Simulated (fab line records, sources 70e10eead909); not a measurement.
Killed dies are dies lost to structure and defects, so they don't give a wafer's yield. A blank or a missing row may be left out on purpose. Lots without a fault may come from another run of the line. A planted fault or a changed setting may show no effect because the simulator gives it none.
A struck lot beside a sound one | flow nand_harc | 15 steps out of a route of 1302
Sound: wafers L456.3, L456.4, L456.6. Struck: wafer L468.5. (L468.2, L468.6 of the same lot were not struck and are left out.) The cause comes at the end.
At each step with rows: each side's tool, then ch and its chambers, then its first start. Under that, the readings that differ: sound wafers | struck wafers | difference of the means | sigmas: that difference in standard deviations of wafers without a fault.
alike: readings whose means differ by less than 2 such deviations, and words and numbers that are the same on both sides. not compared: withheld readings, readings that some wafer has no value for, bounds like >300 that may hide the same value, and numbers for which the record gives no deviation and whose values overlap.
The two part at a step that has a row with sigmas, a row that says differs or no value, or rows on one side only. Numbers that don't overlap but have no deviation are shown without sigmas and don't part them. A reading that every wafer of one side lacks parts them only if that side has two wafers or more.

NHARC_A_DECK1_JOINT_ETCHBACK_07: etches the open film in HBr, target depth 105 nm, time 26.9 s.
  sound on rie_si-03 ch 0,2, day 14 06:49; struck on rie_si-03 ch 2, day 19 18:49
  alike: drypump_motor_current_A, oes_product_au, throttle_valve_pct
  not compared: rf_hours_counter_h
then, 8 steps without rows for these wafers: NHARC_A_DECK1_JOINT_ETCH_25 (etches SiO2 in dHF, target depth 0.5 nm); NHARC_A_DECK1_JOINT_ETCH_19 (etches poly-Si in TMAH, target depth 3 nm); NHARC_A_DECK1_JOINT_ETCH_18 (etches SiO2 in dHF, target depth 3 nm); NHARC_A_DECK1_JOINT_WET_08 (chemistry H3PO4, time 86 s); NHARC_A_DECK1_JOINT_ETCH_09 (etches SiO2 in dHF, target depth 5 nm); NHARC_A_DECK1_JOINT_WET_10 (chemistry H3PO4, time 86 s); NHARC_A_DECK1_JOINT_ETCH_11 (etches SiO2 in dHF, target depth 35 nm); NHARC_A_DECK1_JOINT_CVD_12 (deposits poly-Si, target thk 90 nm, time 1800 s).
NHARC_A_DECK1_JOINT_CMP_13: polishes, target thk 51.023 nm.
  sound on cmp-02 ch 1,2, day 14 16:57; struck on cmp-02 ch 3, day 20 08:50
  alike: motor_current_A, retaining_ring_pressure_frac, time_to_endpoint_s
NHARC_A_DECK1_JOINT_THK_MEAS_14: measures by ellipsometry.
  sound on film_metro-02, day 14 17:11; struck on film_metro-01, day 20 09:05
  alike: thk_nm
then, 1 step without rows for these wafers: NHARC_A_DECK1_JOINT_SRD_04.
NHARC_A_DECK1_JOINT_ETCHBACK_00: etches the open film in HBr, target depth 30 nm, time 17.4 s.
  sound on rie_si-03 ch 0,1,2, day 14 17:19; struck on rie_si-02 ch 0, day 20 09:15
  reading                     | sound             | struck | difference | sigmas
  drypump_motor_current_A (A) | 6.4 5.8 6.2       | 5.1    | -1.0       | -2
  oes_product_au (a.u.)       | 1.009 0.988 1.002 | 1.240  | +0.240     | +25
  alike: throttle_valve_pct
  not compared: rf_hours_counter_h
then, 1 step without rows for these wafers: NHARC_A_DECK1_JOINT_PRECLEAN_30 (cleans in SC1).
NHARC_END_SORT_01:
  the record has rows for the sound wafers here (prober-01 ch 0, day 28 16:25) and none for the struck ones

WHERE THEY PART
First at NHARC_A_DECK1_JOINT_ETCHBACK_00; last, within this record, at NHARC_END_SORT_01.

WHY: what the simulator had put in
Process parameter drift: rie_si-02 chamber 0, from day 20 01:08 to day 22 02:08, at NHARC_A_DECK1_JOINT_ETCHBACK_00. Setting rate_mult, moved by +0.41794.
